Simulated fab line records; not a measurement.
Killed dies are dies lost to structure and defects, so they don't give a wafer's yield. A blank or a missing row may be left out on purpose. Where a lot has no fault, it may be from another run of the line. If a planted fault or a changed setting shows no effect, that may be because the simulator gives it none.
What tool caused it? + flow n5_finfet + 21 lots with 63 wafers sampled at 6 steps, on a route of 1938 steps

== WHAT THE GAUGES READ, wafer by wafer ==
N5_BEOL_M3_OCD_MEAS_38.
| lot  | measured     | on     | trench_depth_nm (nm) |
|------|--------------|--------|----------------------|
| L074 | day 7 06:46  | ocd-01 | 57.9 56.3 55.6       |
| L075 | day 7 10:19  | ocd-01 | 56.9 56.0 56.8       |
| L076 | day 7 13:15  | ocd-02 | 56.3 56.0 56.0       |
| L078 | day 7 22:14  | ocd-02 | 57.1 55.0 58.1       |
| L077 | day 7 23:23  | ocd-01 | 56.3 55.6 57.0       |
| L080 | day 8 22:40  | ocd-02 | 56.2 56.5 55.9       |
| L084 | day 9 13:04  | ocd-02 | 55.6 55.4 54.3       |
| L082 | day 9 16:18  | ocd-02 | 57.1 56.7 55.7       |
| L085 | day 9 19:11  | ocd-01 | 55.1 54.8 55.3       |
| L086 | day 9 19:17  | ocd-02 | 55.9 56.3 57.7       |
| L087 | day 9 23:24  | ocd-02 | 56.5 55.5 55.8       |
| L089 | day 11 08:13 | ocd-01 | 55.2 58.4 55.8       |
| L088 | day 11 08:19 | ocd-02 | 56.5 56.0 57.0       |
| L090 | day 11 09:32 | ocd-01 | 56.1 54.9 55.4       |
| L091 | day 11 15:46 | ocd-01 | 55.6 57.6 55.7       |
| L092 | day 11 17:37 | ocd-01 | 54.8 54.1 54.5       |
| L093 | day 11 20:34 | ocd-02 | 54.4 55.5 55.2       |
| L095 | day 12 08:05 | ocd-02 | 56.9 54.9 55.1       |
| L094 | day 12 17:10 | ocd-01 | 54.4 54.5 55.3       |
| L097 | day 13 00:22 | ocd-02 | 55.3 53.6 55.8       |
| L096 | day 13 06:55 | ocd-01 | 55.5 54.1 55.3       |

== EACH LOT AND THE TOOL THAT RAN IT (in order: tool; ch and the chambers of the sampled wafers; start) ==
| lot  | N5_BEOL_M3_HM_DEP_02         | N5_BEOL_M3_ETCH_74                 | N5_BEOL_M3_ETCH_64                 | N5_BEOL_M3_DESCUM_33               | N5_BEOL_M3_ETCH_41                            |
|------|------------------------------|------------------------------------|------------------------------------|------------------------------------|-----------------------------------------------|
| L074 | pvd_sputter-02, day 7 02:15  | rie_diel-01 ch 0,3, day 7 02:47    | rie_diel-01 ch 0,3, day 7 02:50    | rie_diel-04 ch 1,2,3, day 7 03:45  | rie_diel-01 ch 1,3, day 7 06:46 or earlier    |
| L075 | pvd_sputter-03, day 7 07:14  | rie_diel-03 ch 1,3, day 7 07:55    | rie_diel-03 ch 1,3, day 7 07:57    | rie_diel-01 ch 2,3, day 7 09:04    | rie_diel-01 ch 0,3, day 7 10:19 or earlier    |
| L076 | pvd_sputter-01, day 7 10:04  | rie_diel-01 ch 0,1,2, day 7 10:36  | rie_diel-01 ch 0,1,2, day 7 10:39  | rie_diel-04 ch 0,1,2, day 7 11:37  | rie_diel-03 ch 1,2,3, day 7 13:15 or earlier  |
| L078 | pvd_sputter-03, day 7 13:36  | rie_diel-01 ch 0,3, day 7 14:09    | rie_diel-01 ch 0,3, day 7 14:11    | rie_diel-04 ch 0,2,3, day 7 14:59  | rie_diel-01 ch 0,3, day 7 22:14 or earlier    |
| L077 | pvd_sputter-02, day 7 20:20  | rie_diel-01 ch 0,1,3, day 7 20:53  | rie_diel-01 ch 0,1,3, day 7 20:56  | rie_diel-01 ch 0,3, day 7 22:20    | rie_diel-01 ch 0,3, day 7 23:23 or earlier    |
| L080 | pvd_sputter-03, day 8 20:19  | rie_diel-01 ch 0,1,3, day 8 20:59  | rie_diel-01 ch 0,1,3, day 8 21:02  | rie_diel-01 ch 1,2, day 8 21:50    | rie_diel-01 ch 0,1, day 8 22:40 or earlier    |
| L084 | pvd_sputter-02, day 9 07:41  | rie_diel-01 ch 0,1,3, day 9 08:33  | rie_diel-01 ch 0,1,3, day 9 08:36  | rie_diel-03 ch 0,1,2, day 9 09:34  | rie_diel-04 ch 0,1,2, day 9 13:04 or earlier  |
| L082 | pvd_sputter-02, day 9 08:32  | rie_diel-03 ch 1,3, day 9 09:17    | rie_diel-03 ch 1,3, day 9 09:19    | rie_diel-01 ch 0,1,3, day 9 10:18  | rie_diel-01 ch 0,3, day 9 16:18 or earlier    |
| L085 | pvd_sputter-01, day 9 12:46  | rie_diel-01 ch 0,1,3, day 9 13:38  | rie_diel-01 ch 0,1,3, day 9 13:41  | rie_diel-04 ch 0,1,2, day 9 14:28  | rie_diel-04 ch 0,2, day 9 19:11 or earlier    |
| L086 | pvd_sputter-02, day 9 15:32  | rie_diel-01 ch 0,1,3, day 9 16:18  | rie_diel-01 ch 0,1,3, day 9 16:21  | rie_diel-04 ch 0,1,2, day 9 17:13  | rie_diel-01 ch 0,1,3, day 9 19:17 or earlier  |
| L087 | pvd_sputter-01, day 9 20:07  | rie_diel-01 ch 0,1,3, day 9 20:44  | rie_diel-01 ch 0,1,3, day 9 20:47  | rie_diel-01 ch 1,3, day 9 21:43    | rie_diel-03 ch 1,2,3, day 9 23:24 or earlier  |
| L089 | pvd_sputter-02, day 11 06:00 | rie_diel-01 ch 0,2, day 11 06:32   | rie_diel-01 ch 0,2, day 11 06:35   | rie_diel-03 ch 0,1, day 11 07:26   | rie_diel-03 ch 0,3, day 11 08:13 or earlier   |
| L088 | pvd_sputter-02, day 11 06:14 | rie_diel-03 ch 1,3, day 11 06:49   | rie_diel-03 ch 1,3, day 11 06:52   | rie_diel-01 ch 1,2, day 11 07:41   | rie_diel-01 ch 1,2, day 11 08:19 or earlier   |
| L090 | pvd_sputter-03, day 11 07:22 | rie_diel-04 ch 2,3, day 11 07:56   | rie_diel-04 ch 2,3, day 11 08:03   | rie_diel-01 ch 2,3, day 11 08:53   | rie_diel-01 ch 1,2, day 11 09:32 or earlier   |
| L091 | pvd_sputter-01, day 11 12:13 | rie_diel-03 ch 0,1,2, day 11 13:17 | rie_diel-03 ch 0,1,2, day 11 13:20 | rie_diel-01 ch 1,2,3, day 11 14:47 | rie_diel-01 ch 1,3, day 11 15:46 or earlier   |
| L092 | pvd_sputter-02, day 11 15:18 | rie_diel-04 ch 2,3, day 11 16:08   | rie_diel-04 ch 2,3, day 11 16:11   | rie_diel-04 ch 1,2, day 11 16:58   | rie_diel-04 ch 1,3, day 11 17:37 or earlier   |
| L093 | pvd_sputter-02, day 11 18:07 | rie_diel-04 ch 1,3, day 11 18:40   | rie_diel-04 ch 1,3, day 11 18:43   | rie_diel-01 ch 0,3, day 11 19:37   | rie_diel-04 ch 0,1,3, day 11 20:34 or earlier |
| L095 | pvd_sputter-01, day 12 03:35 | rie_diel-01 ch 2,3, day 12 04:16   | rie_diel-01 ch 2,3, day 12 04:18   | rie_diel-03 ch 0,1,2, day 12 05:40 | rie_diel-03 ch 0,1,3, day 12 08:05 or earlier |
| L094 | pvd_sputter-02, day 12 03:41 | rie_diel-03 ch 1,2,3, day 12 04:18 | rie_diel-03 ch 1,2,3, day 12 04:21 | rie_diel-01 ch 1,2, day 12 05:41   | rie_diel-04 ch 0,1,2, day 12 17:10 or earlier |
| L097 | pvd_sputter-02, day 12 21:41 | rie_diel-04 ch 0,2,3, day 12 22:13 | rie_diel-04 ch 0,2,3, day 12 22:16 | rie_diel-03 ch 0,1,2, day 12 23:17 | rie_diel-04 ch 0,1,3, day 13 00:22 or earlier |
| L096 | pvd_sputter-01, day 13 01:38 | rie_diel-03 ch 0,1, day 13 02:19   | rie_diel-03 ch 0,1, day 13 02:22   | rie_diel-04 ch 0,3, day 13 03:37   | rie_diel-04 ch 0,2,3, day 13 06:55 or earlier |
- N5_BEOL_M3_HM_DEP_02: deposits TiN, target thk 20 nm.
- N5_BEOL_M3_ETCH_74: etches underlayer in N2/H2, target depth 6.5 nm, time 5.2 s.
- N5_BEOL_M3_ETCH_64: etches SOC in N2/H2, target depth 75 nm, overetch 15 nm, time 112.5 s.
- N5_BEOL_M3_DESCUM_33: chemistry O2, time 7 s.
- N5_BEOL_M3_ETCH_41: etches SiCN in CH3F/O2, target depth 29.9 nm, time 52.5 s.

== AS READ BY THE TOOLS THEMSELVES (means over the sampled wafers that have a number; for cases with no such wafer, the mark the record gives instead) ==
N5_BEOL_M3_HM_DEP_02.
| lot  | tool           | susceptor_temp_C (C) | throttle_valve_pct (%) |
|------|----------------|----------------------|------------------------|
| L074 | pvd_sputter-02 | 25.03                | 30.4                   |
| L075 | pvd_sputter-03 | 24.92                | 29.9                   |
| L076 | pvd_sputter-01 | 24.96                | 29.2                   |
| L078 | pvd_sputter-03 | 25.03                | 30.1                   |
| L077 | pvd_sputter-02 | 25.15                | 29.1                   |
| L080 | pvd_sputter-03 | 25.10                | 29.6                   |
| L084 | pvd_sputter-02 | 24.91                | 29.4                   |
| L082 | pvd_sputter-02 | 25.01                | 29.8                   |
| L085 | pvd_sputter-01 | 25.10                | 29.7                   |
| L086 | pvd_sputter-02 | 25.04                | 29.1                   |
| L087 | pvd_sputter-01 | 25.07                | 29.3                   |
| L089 | pvd_sputter-02 | 25.07                | 29.3                   |
| L088 | pvd_sputter-02 | 24.92                | 30.1                   |
| L090 | pvd_sputter-03 | 25.13                | 30.0                   |
| L091 | pvd_sputter-01 | 24.97                | 29.6                   |
| L092 | pvd_sputter-02 | 25.04                | 29.2                   |
| L093 | pvd_sputter-02 | 24.87                | 30.0                   |
| L095 | pvd_sputter-01 | 24.89                | 29.5                   |
| L094 | pvd_sputter-02 | 24.93                | 29.7                   |
| L097 | pvd_sputter-02 | 25.11                | 29.4                   |
| L096 | pvd_sputter-01 | 25.06                | 29.2                   |

N5_BEOL_M3_ETCH_74.
| lot  | tool        | drypump_motor_current_A (A) | etch_rf_on_time_s (s) | oes_product_au (a.u.) | rf_vpp_V (V) | showerhead_plenum_p_Torr (Torr) | throttle_valve_pct (%) |
|------|-------------|-----------------------------|-----------------------|-----------------------|--------------|---------------------------------|------------------------|
| L074 | rie_diel-01 | 5.2                         | 5.11                  | 0.76                  | 527          | 2.66                            | 17.84                  |
| L075 | rie_diel-03 | 5.5                         | 5.17                  | 0.75                  | 525          | 2.55                            | 17.77                  |
| L076 | rie_diel-01 | 5.6                         | 5.13                  | 0.70                  | 527          | 2.64                            | 17.77                  |
| L078 | rie_diel-01 | 5.2                         | 5.08                  | 0.75                  | 527          | 2.66                            | 17.86                  |
| L077 | rie_diel-01 | 5.5                         | 5.10                  | 0.75                  | 527          | 2.66                            | 17.65                  |
| L080 | rie_diel-01 | 5.5                         | 5.06                  | 0.75                  | 527          | 2.66                            | 17.67                  |
| L084 | rie_diel-01 | 5.5                         | 5.11                  | 0.73                  | 527          | 2.66                            | 17.66                  |
| L082 | rie_diel-03 | 5.5                         | 5.18                  | 0.73                  | 524          | 2.54                            | 17.82                  |
| L085 | rie_diel-01 | 5.5                         | 5.15                  | 0.73                  | 527          | 2.66                            | 17.69                  |
| L086 | rie_diel-01 | 5.5                         | 5.10                  | 0.74                  | 527          | 2.65                            | 17.67                  |
| L087 | rie_diel-01 | 5.5                         | 5.13                  | 0.73                  | 527          | 2.65                            | 17.68                  |
| L089 | rie_diel-01 | 5.2                         | 5.15                  | 0.75                  | 526          | 2.63                            | 17.84                  |
| L088 | rie_diel-03 | 5.1                         | 5.18                  | 0.70                  | 523          | 2.50                            | 17.94                  |
| L090 | rie_diel-04 | 6.3                         | 5.21                  | 0.60                  | 523          | 2.47                            | 17.97                  |
| L091 | rie_diel-03 | 5.5                         | 5.05                  | 0.74                  | 528          | 2.65                            | 17.87                  |
| L092 | rie_diel-04 | 6.0                         | 5.15                  | 0.59                  | 524          | 2.54                            | 18.02                  |
| L093 | rie_diel-04 | 6.0                         | 5.18                  | 0.66                  | 522          | 2.45                            | 17.72                  |
| L095 | rie_diel-01 | 5.4                         | 5.00                  | 0.74                  | 525          | 2.55                            | 17.76                  |
| L094 | rie_diel-03 | 5.4                         | 5.21                  | 0.69                  | 525          | 2.56                            | 17.98                  |
| L097 | rie_diel-04 | 6.0                         | 5.09                  | 0.75                  | 523          | 2.53                            | 17.73                  |
| L096 | rie_diel-03 | 5.7                         | 5.17                  | 0.72                  | 526          | 2.61                            | 17.75                  |

N5_BEOL_M3_ETCH_64.
| lot  | tool        | drypump_motor_current_A (A) | oes_product_au (a.u.) | rf_vpp_V (V) | showerhead_plenum_p_Torr (Torr) | temp_c (C) | throttle_valve_pct (%) |
|------|-------------|-----------------------------|-----------------------|--------------|---------------------------------|------------|------------------------|
| L074 | rie_diel-01 | 5.2                         | 0.69                  | 527.4        | 2.66                            | 40.03      | 17.80                  |
| L075 | rie_diel-03 | 5.5                         | 0.69                  | 524.4        | 2.55                            | 39.99      | 17.74                  |
| L076 | rie_diel-01 | 5.6                         | 0.64                  | 526.9        | 2.64                            | 39.99      | 17.73                  |
| L078 | rie_diel-01 | 5.2                         | 0.70                  | 527.6        | 2.66                            | 39.94      | 17.79                  |
| L077 | rie_diel-01 | 5.5                         | 0.69                  | 526.8        | 2.66                            | 39.99      | 17.60                  |
| L080 | rie_diel-01 | 5.5                         | 0.68                  | 528.0        | 2.66                            | 39.95      | 17.62                  |
| L084 | rie_diel-01 | 5.5                         | 0.68                  | 527.1        | 2.66                            | 40.07      | 17.64                  |
| L082 | rie_diel-03 | 5.5                         | 0.67                  | 523.9        | 2.55                            | 40.10      | 17.77                  |
| L085 | rie_diel-01 | 5.5                         | 0.67                  | 526.8        | 2.66                            | 40.00      | 17.63                  |
| L086 | rie_diel-01 | 5.5                         | 0.67                  | 526.7        | 2.66                            | 39.96      | 17.63                  |
| L087 | rie_diel-01 | 5.5                         | 0.68                  | 526.6        | 2.65                            | 40.02      | 17.65                  |
| L089 | rie_diel-01 | 5.3                         | 0.69                  | 526.3        | 2.63                            | 40.09      | 17.82                  |
| L088 | rie_diel-03 | 5.1                         | 0.65                  | 523.6        | 2.50                            | 40.08      | 17.89                  |
| L090 | rie_diel-04 | 6.3                         | 0.56                  | 520.9        | 2.47                            | 40.02      | 17.93                  |
| L091 | rie_diel-03 | 5.5                         | 0.67                  | 526.4        | 2.65                            | 40.04      | 17.82                  |
| L092 | rie_diel-04 | 6.0                         | 0.55                  | 524.1        | 2.54                            | 40.06      | 17.99                  |
| L093 | rie_diel-04 | 6.0                         | 0.61                  | 521.3        | 2.44                            | 39.93      | 17.69                  |
| L095 | rie_diel-01 | 5.4                         | 0.68                  | 524.9        | 2.55                            | 39.97      | 17.72                  |
| L094 | rie_diel-03 | 5.4                         | 0.65                  | 524.6        | 2.57                            | 40.11      | 17.94                  |
| L097 | rie_diel-04 | 6.0                         | 0.69                  | 523.0        | 2.53                            | 39.98      | 17.68                  |
| L096 | rie_diel-03 | 5.7                         | 0.67                  | 525.6        | 2.61                            | 40.00      | 17.71                  |

N5_BEOL_M3_DESCUM_33.
| lot  | tool        | bias_power_w (W) | drypump_motor_current_A (A) | oes_product_au (a.u.) | rf_vpp_V (V) | showerhead_plenum_p_Torr (Torr) | temp_c (C) | throttle_valve_pct (%) |
|------|-------------|------------------|-----------------------------|-----------------------|--------------|---------------------------------|------------|------------------------|
| L074 | rie_diel-04 | 20.04            | 6.0                         | 0.75                  | 243.0        | 2.06                            | 40.10      | 20.45                  |
| L075 | rie_diel-01 | 19.97            | 5.5                         | 0.77                  | 242.9        | 2.08                            | 40.02      | 20.49                  |
| L076 | rie_diel-04 | 20.02            | 5.7                         | 0.74                  | 244.2        | 2.11                            | 40.07      | 20.45                  |
| L078 | rie_diel-04 | 19.96            | 6.0                         | 0.69                  | 242.9        | 2.10                            | 40.04      | 20.59                  |
| L077 | rie_diel-01 | 20.04            | 5.3                         | 0.89                  | 244.1        | 2.16                            | 39.97      | 20.40                  |
| L080 | rie_diel-01 | 19.99            | 5.7                         | 0.75                  | 243.3        | 2.12                            | 40.01      | 20.38                  |
| L084 | rie_diel-03 | 19.98            | 5.5                         | 0.79                  | 243.1        | 2.11                            | 40.04      | 20.60                  |
| L082 | rie_diel-01 | 20.02            | 5.5                         | 0.87                  | 245.5        | 2.20                            | 39.95      | 20.28                  |
| L085 | rie_diel-04 | 19.98            | 5.8                         | 0.72                  | 243.1        | 2.11                            | 40.06      | 20.48                  |
| L086 | rie_diel-04 | 19.99            | 5.8                         | 0.73                  | 243.4        | 2.11                            | 40.01      | 20.48                  |
| L087 | rie_diel-01 | 20.03            | 5.6                         | 0.86                  | 244.6        | 2.16                            | 40.03      | 20.25                  |
| L089 | rie_diel-03 | 20.02            | 5.5                         | 0.91                  | 244.3        | 2.20                            | 39.85      | 20.36                  |
| L088 | rie_diel-01 | 19.96            | 5.9                         | 0.86                  | 244.5        | 2.17                            | 39.86      | 20.09                  |
| L090 | rie_diel-01 | 20.00            | 5.5                         | 0.91                  | 243.3        | 2.08                            | 40.01      | 20.27                  |
| L091 | rie_diel-01 | 19.97            | 5.6                         | 0.87                  | 243.2        | 2.13                            | 39.95      | 20.22                  |
| L092 | rie_diel-04 | 19.98            | 5.7                         | 0.72                  | 243.5        | 2.11                            | 39.95      | 20.56                  |
| L093 | rie_diel-01 | 19.95            | 5.1                         | 0.84                  | 244.6        | 2.19                            | 39.90      | 20.47                  |
| L095 | rie_diel-03 | 20.01            | 5.5                         | 0.85                  | 244.9        | 2.18                            | 39.92      | 20.52                  |
| L094 | rie_diel-01 | 20.03            | 5.9                         | 0.86                  | 244.6        | 2.16                            | 39.95      | 20.10                  |
| L097 | rie_diel-03 | 20.04            | 5.5                         | 0.84                  | 244.3        | 2.18                            | 40.00      | 20.52                  |
| L096 | rie_diel-04 | 20.06            | 6.0                         | 0.85                  | 243.3        | 2.08                            | 40.02      | 20.32                  |

N5_BEOL_M3_ETCH_41.
| lot  | tool        | drypump_motor_current_A (A) | oes_product_au (a.u.) | rf_vpp_V (V) | showerhead_plenum_p_Torr (Torr) | throttle_valve_pct (%) |
|------|-------------|-----------------------------|-----------------------|--------------|---------------------------------|------------------------|
| L074 | rie_diel-01 | 5.8                         | 0.89                  | 298.9        | 2.09                            | 15.93                  |
| L075 | rie_diel-01 | 5.3                         | 0.90                  | 299.0        | 2.07                            | 16.21                  |
| L076 | rie_diel-03 | 5.4                         | 0.87                  | 298.6        | 2.03                            | 16.39                  |
| L078 | rie_diel-01 | 5.3                         | 0.88                  | 299.0        | 2.07                            | 16.22                  |
| L077 | rie_diel-01 | 5.2                         | 0.89                  | 298.6        | 2.09                            | 16.24                  |
| L080 | rie_diel-01 | 5.4                         | 0.87                  | 299.5        | 2.12                            | 16.10                  |
| L084 | rie_diel-04 | 5.8                         | 0.72                  | 297.1        | 2.02                            | 16.40                  |
| L082 | rie_diel-01 | 5.3                         | 0.87                  | 299.0        | 2.06                            | 16.25                  |
| L085 | rie_diel-04 | 5.8                         | 0.67                  | 298.3        | 2.05                            | 16.60                  |
| L086 | rie_diel-01 | 5.5                         | 0.86                  | 299.2        | 2.09                            | 16.11                  |
| L087 | rie_diel-03 | 5.3                         | 0.83                  | 297.7        | 2.02                            | 16.42                  |
| L089 | rie_diel-03 | 4.9                         | 0.87                  | 297.1        | 2.01                            | 16.39                  |
| L088 | rie_diel-01 | 5.7                         | 0.91                  | 297.3        | 2.02                            | 16.02                  |
| L090 | rie_diel-01 | 5.7                         | 0.91                  | 297.1        | 2.02                            | 16.01                  |
| L091 | rie_diel-01 | 5.8                         | 0.84                  | 298.8        | 2.08                            | 16.01                  |
| L092 | rie_diel-04 | 6.2                         | 0.73                  | 295.1        | 1.91                            | 16.31                  |
| L093 | rie_diel-04 | 6.0                         | 0.83                  | 297.3        | 1.96                            | 16.20                  |
| L095 | rie_diel-03 | 5.3                         | 0.86                  | 298.5        | 2.04                            | 16.33                  |
| L094 | rie_diel-04 | 5.7                         | 0.90                  | 297.4        | 2.01                            | 16.09                  |
| L097 | rie_diel-04 | 6.0                         | 0.80                  | 296.6        | 1.96                            | 16.23                  |
| L096 | rie_diel-04 | 6.0                         | 0.86                  | 297.5        | 2.00                            | 16.28                  |

== THE ANSWER, worked out from the rows above alone ==
Rule: the usual values come from the lots themselves. The widest of any qualifying gaps counts: lots, ordered by their means at a reading, are off when they make up no more than a third of the lots, leave a main group of 4 or more, and stand apart from it by 3 or more times the standard deviation of that group's means. A main group whose means are all the same, to the digits that the tables above print for the reading, isn't used. A lot without any number at a reading at which 4 lots or more have one is off too. Any other lot the step has rows for is counted as sound. First the gauges in route order, then the tools' own readings, where a lot's mean is used as printed above. The first step at which some lot is off is used, and at that step the reading that is off furthest; a lot without a number counts as furthest.
None of the lots is off at any reading shown; this tells nothing.

== WHAT THE SIMULATOR PUT IN ==
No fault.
